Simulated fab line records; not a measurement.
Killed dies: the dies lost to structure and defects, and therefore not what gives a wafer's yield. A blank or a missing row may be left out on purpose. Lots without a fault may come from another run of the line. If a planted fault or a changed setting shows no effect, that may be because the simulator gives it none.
A struck lot beside a sound one || flow nand harc || 24 out of 1302 route steps
Sound: wafers L531.1, L531.3, L531.6. Wafers struck: L542.2, L542.3, L542.5. The cause is named last.
Per side, at each step with rows, come the tool, then ch with its chambers, and then its first start. Under that, the readings that differ: sound wafers || struck wafers || difference of the means || sigmas: that difference in standard deviations of wafers without a fault.
alike: readings whose means differ by less than 2 such deviations, and words and numbers that are the same on both sides. not compared: withheld readings, readings that some wafer has no value for, bounds like >300 that may hide the same value, and numbers for which the record gives no deviation and whose values overlap.
A row with sigmas, a row that says differs or no value, or rows on one side alone: a step with any of these is where the two part. When numbers do not overlap yet have no deviation, they are printed without sigmas and do not part them. Lack of a reading on every wafer of one side parts them only where that side has two or more wafers.

NHARC_P_CONTACT_DEP_30: deposits SiNx, target thk 30 nm.
  sound on pecvd-04 ch 0,1, day 8 05:22; struck on pecvd-04 ch 0,1, day 12 20:43
  alike: heater power outer w, heater power w
NHARC_P_CONTACT_DEP_00: deposits SiO2, target thk 500 nm.
  sound: pecvd-04 ch 0,1; struck: pecvd-04 ch 0,1
  alike: chamber pressure Torr, heater power outer w, heater power w, throttle valve pct
NHARC_P_CONTACT_CMP_01: polishes SiO2, target thk 200 nm.
  sound on cmp-04 ch 0,2,3, day 8 06:05; struck on cmp-04 ch 0,1,2, day 12 21:32
  alike: motor current A
then, 8 steps without rows for these wafers: NHARC_P_CONTACT_SRD_03; NHARC_P_CONTACT_DEHYDRATE_04 (time 120 s); NHARC_P_CONTACT_HMDS_05 (time 30 s); NHARC_P_CONTACT_COAT_33 (time 75 s); NHARC_P_CONTACT_COAT_34 (time 65 s); NHARC_P_CONTACT_COAT_06 (resist thk 90 nm); NHARC_P_CONTACT_SOFTBAKE_07 (time 55 s); NHARC_P_CONTACT_EBR_08.
NHARC_P_CONTACT_EXPOSE_09: exposes mask P CA, target cd 90 nm.
  sound on arfi scanner-03 ch 0, day 8 06:45; struck on arfi scanner-03 ch 0, day 12 22:10
{"reading": "exposure dose mJ cm2", "sound": "81.26 81.23 81.24", "struck": "99.25 99.28 99.25", "difference": "+18.02", "sigmas": "+99 or more"}
  alike: mask, reticle temp C
then, 2 steps without rows for these wafers: NHARC_P_CONTACT_PEB_10 (peb time 65 s); NHARC_P_CONTACT_DEVELOP_11 (develop time 35 s).
NHARC_P_CONTACT_CD_MEAS_12: target cd 90 nm.
  sound on cd sem-02 ch 0, day 8 06:53; struck on cd sem-03 ch 0, day 12 22:19
{"reading": "cd nm (nm)", "sound": "89.5 89.0 90.0", "struck": "102.5 102.7 102.2", "difference": "+13.0", "sigmas": "+29"}
NHARC_P_CONTACT_OVL_MEAS_13:
  sound on overlay-01 at day 8 06:59; struck on overlay-02 at day 12 22:24
  alike: overlay x nm, overlay y nm
NHARC_P_CONTACT_INSPECT_14:
  sound on defect inspect-02 at day 8 07:01; struck on defect inspect-02 at day 12 22:26
  alike: raw defect count
NHARC_P_CONTACT_DESCUM_17: chemistry O2, time 3 s.
  sound on rie diel-03 ch 0,2, day 8 07:05; struck on rie diel-04 ch 0,1, day 12 22:29
{"reading": "model.P_CONTACT.cd nm (nm)", "sound": "89.31 88.76 89.85", "struck": "102.9 103 102.2", "difference": "+13.4", "sigmas": ""}
  alike: drypump motor current A, oes product au, rf vpp V, showerhead plenum p Torr, throttle valve pct
  not compared: rf hours counter h
then, 1 step without rows for these wafers: NHARC_P_CONTACT_ETCH_35 (etches the open film in CF4, target depth 39 nm, time 65 s).
NHARC_P_CONTACT_ETCH_36: etches the open film in N2/H2, target depth 260 nm, time 406.25 s.
  sound: rie diel-03 ch 0,1; struck: rie diel-04 ch 1,3
{"reading": "drypump motor current A (A)", "sound": "5.4 4.7 5.4", "struck": "6.1 6.3 6.1", "difference": "+1.0", "sigmas": "+2"}
{"reading": "oes product au (a.u.)", "sound": "1.006 1.009 1.010", "struck": "0.999 0.991 0.988", "difference": -0.016, "sigmas": -2}
  alike: rf vpp V, showerhead plenum p Torr, throttle valve pct
  not compared: rf hours counter h
NHARC_P_CONTACT_ETCH_18: etches the open film in C4F8/O2/Ar, target depth 481 nm, time 240.5 s.
  sound: rie diel-03 ch 1,2; struck: rie diel-04 ch 0,2,3
  alike: oes product au, rf vpp V
  not compared: rf hours counter h
then, 1 step without rows for these wafers: NHARC_P_CONTACT_STRIP_37 (strips in C4F8/O2/Ar).
NHARC_P_CONTACT_ETCH_31: etches the open film in CH3F/O2, target depth 30 nm, time 85.7 s.
  sound: rie diel-03 ch 1,2; struck: rie diel-04 ch 0,2,3
{"reading": "oes product au (a.u.)", "sound": "0.983 0.981 0.977", "struck": "0.961 0.954 0.952", "difference": -0.025, "sigmas": -2}
{"reading": "model.P_CONTACT.cd nm (nm)", "sound": "91.63 89.32 92.02", "struck": "102.4 101.6 101", "difference": "+10.7", "sigmas": ""}
  alike: drypump motor current A, rf vpp V, showerhead plenum p Torr, throttle valve pct
  not compared: rf hours counter h
NHARC_P_CONTACT_CD_MEAS_19:
  sound on cd sem-02 at day 8 08:07; struck on cd sem-02 at day 12 23:22
{"reading": "cd nm (nm)", "sound": "91.4 89.5 91.8", "struck": "102.0 101.6 100.9", "difference": "+10.6", "sigmas": "+10"}

## WHERE THEY PART
First at NHARC_P_CONTACT_EXPOSE_09; last, within this record, at NHARC_P_CONTACT_CD_MEAS_19.

WHY: whatever the simulator had introduced
Process parameters drifting: arfi scanner-03 at NHARC_P_CONTACT_EXPOSE_09, beginning at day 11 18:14. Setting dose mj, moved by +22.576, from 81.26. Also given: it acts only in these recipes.
